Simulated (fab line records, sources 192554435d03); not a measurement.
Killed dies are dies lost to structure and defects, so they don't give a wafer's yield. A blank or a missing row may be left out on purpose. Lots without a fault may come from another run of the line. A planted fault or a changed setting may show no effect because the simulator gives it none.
A struck lot beside a sound one | flow n5_finfet | 43 steps out of a route of 1938
Sound: wafers L143.2, L143.3, L143.6. Struck: wafer L161.2. (L161.3, L161.6 of the same lot were not struck and are left out.) The cause comes at the end.
At each step with rows: each side's tool, then ch and its chambers, then its first start. Under that, the readings that differ: sound wafers | struck wafers | difference of the means | sigmas: that difference in standard deviations of wafers without a fault.
alike: readings whose means differ by less than 2 such deviations, and words and numbers that are the same on both sides. not compared: withheld readings, readings that some wafer has no value for, bounds like >300 that may hide the same value, and numbers for which the record gives no deviation and whose values overlap.
The two part at a step that has a row with sigmas, a row that says differs or no value, or rows on one side only. Numbers that don't overlap but have no deviation are shown without sigmas and don't part them. A reading that every wafer of one side lacks parts them only if that side has two wafers or more.

first, 3 steps without rows for these wafers: N5_BEOL_M2_ETCH_77 (etches underlayer in N2/H2, target depth 6.5 nm, time 5.2 s); N5_BEOL_M2_ETCH_69 (etches SiARC in CF4, target depth 15.6 nm, time 26 s); N5_BEOL_M2_ALD_98 (deposits SiO2, target thk 2.5 nm, pulse time 1 s, co reactant pulse time 1 s).
N5_BEOL_M2_ETCHBACK_99: etches SiO2 in CHF3, target depth 5 nm, time 10.4 s.
  sound on rie_diel-06 ch 0,2, day 6 21:14; struck on rie_diel-01 ch 0, day 12 00:46
  alike: bias_w, drypump_motor_current_A, oes_f_703_au, oes_product_au, rf_vpp_V, showerhead_plenum_p_Torr, throttle_valve_pct
  not compared: rf_hours_counter_h
N5_BEOL_M2_ETCH_70: etches SOC in N2/H2, target depth 80 nm, overetch 24 nm, time 130 s.
  sound on rie_diel-06 ch 0,2, day 6 21:16; struck on rie_diel-01 ch 0, day 12 00:49
  reading    | sound             | struck | difference | sigmas
  bias_w (W) | 148.9 149.4 149.3 | 150.4  | +1.2       | +3
  alike: drypump_motor_current_A, oes_product_au, rf_vpp_V, showerhead_plenum_p_Torr, throttle_valve_pct
  not compared: rf_hours_counter_h
then, 7 steps without rows for these wafers: N5_BEOL_M2_STRIP_71 (strips in N2/H2); N5_BEOL_M2_STRIP_78 (strips in N2/H2); N5_BEOL_M2_VIA_ETCH_34 (etches the open film in C4F6/O2, target depth 69.4 nm, time 65.9 s); N5_BEOL_M2_STRIP_83 (strips in C4F6/O2); N5_BEOL_M2_STRIP_36 (strips in N2/H2); N5_BEOL_M2_TRENCH_ETCH_37 (etches SiOC in C4F6/O2, target depth 55.555 nm, time 29.2 s); N5_BEOL_M2_ETCH_41 (etches SiCN in CH3F/O2, target depth 29.9 nm, time 52.5 s).
N5_BEOL_M2_STRIP_97: strips in N2/H2, time 10 s.
  sound on rie_diel-06 ch 0,2, day 6 21:33; struck on rie_diel-01 ch 0, day 12 01:05
  alike: bias_power_w, drypump_motor_current_A, oes_product_au, rf_vpp_V, showerhead_plenum_p_Torr, throttle_valve_pct
  not compared: rf_hours_counter_h
N5_BEOL_M2_OCD_MEAS_38:
  sound on ocd-01, day 6 21:38; struck on ocd-01, day 12 01:10
  alike: trench_depth_nm
then, 4 steps without rows for these wafers: N5_BEOL_M2_HM_STRIP_39 (strips TiN in peroxide tin strip, target depth 25 nm, time 158 s); N5_BEOL_M2_SRD_40 (time 30 s); N5_BEOL_M2_PRECLEAN_42 (cleans in residue remover, time 60 s); N5_BEOL_M2_SRD_43 (time 30 s).
N5_BEOL_M2_CD_MEAS_35: target cd 18 nm, target cd y 22.2 nm.
  sound on cd_sem-01, day 6 21:47; struck on cd_sem-02, day 12 01:20
  reading    | sound             | struck | difference | sigmas
  cd_nm (nm) | 18.29 18.14 18.31 | 17.54  | -0.71      | -2
then, 9 steps without rows for these wafers: N5_BEOL_M2_DEGAS_44 (time 60 s); N5_BEOL_M2_PRE_CLEAN_45 (time 30 s); N5_BEOL_M2_ALD_84 (deposits TaN, pulse time 2 s, purge time 3 s, co reactant purge time 2 s); N5_BEOL_M2_SURFACE_TREAT_85; N5_BEOL_M2_CVD_47 (deposits Co from CCTBA/H2, target thk 3 nm, time 223.8 s); N5_BEOL_M2_SPUTTER_48 (material Cu, target thk 4.5 nm, time 8.29 s); N5_BEOL_M2_ANNEAL_49 (time 240 s); N5_BEOL_M2_SPUTTER_79 (material Cu, target thk 4.5 nm, time 8.29 s); N5_BEOL_M2_ANNEAL_80 (time 240 s).
N5_BEOL_M2_SPUTTER_81: material Cu, target thk 4.5 nm, time 8.29 s.
  sound on pvd_sputter-02, day 6 23:13; struck on pvd_sputter-02, day 12 04:27
  alike: throttle_valve_pct
N5_BEOL_M2_ANNEAL_82: time 240 s.
  sound on pvd_sputter-02, day 6 23:17; struck on pvd_sputter-02, day 12 04:32
  alike: heater_power_w
then, 1 step without rows for these wafers: N5_BEOL_M2_SPUTTER_86 (material Cu, target thk 4.5 nm, time 8.29 s).
N5_BEOL_M2_ANNEAL_87: time 240 s.
  sound on pvd_sputter-02, day 6 23:31; struck on pvd_sputter-02, day 12 04:45
  alike: heater_power_w
then, 10 steps without rows for these wafers: N5_BEOL_M2_SPUTTER_88 (material Cu, target thk 4.5 nm, time 8.29 s); N5_BEOL_M2_ANNEAL_89 (time 240 s); N5_BEOL_M2_SPUTTER_90 (material Cu, target thk 4.5 nm, time 8.29 s); N5_BEOL_M2_ANNEAL_91 (time 240 s); N5_BEOL_M2_SPUTTER_92 (material Cu, target thk 4.5 nm, time 8.29 s); N5_BEOL_M2_ANNEAL_93 (time 240 s); N5_BEOL_M2_SPUTTER_94 (material Cu, target thk 4.5 nm, time 8.29 s); N5_BEOL_M2_ANNEAL_95 (time 240 s); N5_BEOL_M2_SPUTTER_96 (material Cu, target thk 4.5 nm, time 8.29 s); N5_BEOL_M2_ECD_50 (material Cu, target thk 300 nm).
-- the record jumps here: 6 days lie between the struck wafers' starts before and after (it left off in module BEOL_M2 and takes up again in module PASSIVATION, whose first step shown is number 1936 of the route) --
N5_PASSIVATION_PROBE_49:
  the record has rows for the struck wafers here (prober-02, day 17 18:21) and none for the sound ones

WHERE THEY PART
First at N5_BEOL_M2_ETCH_70; last, within this record, at N5_PASSIVATION_PROBE_49.

WHY: what the simulator had put in
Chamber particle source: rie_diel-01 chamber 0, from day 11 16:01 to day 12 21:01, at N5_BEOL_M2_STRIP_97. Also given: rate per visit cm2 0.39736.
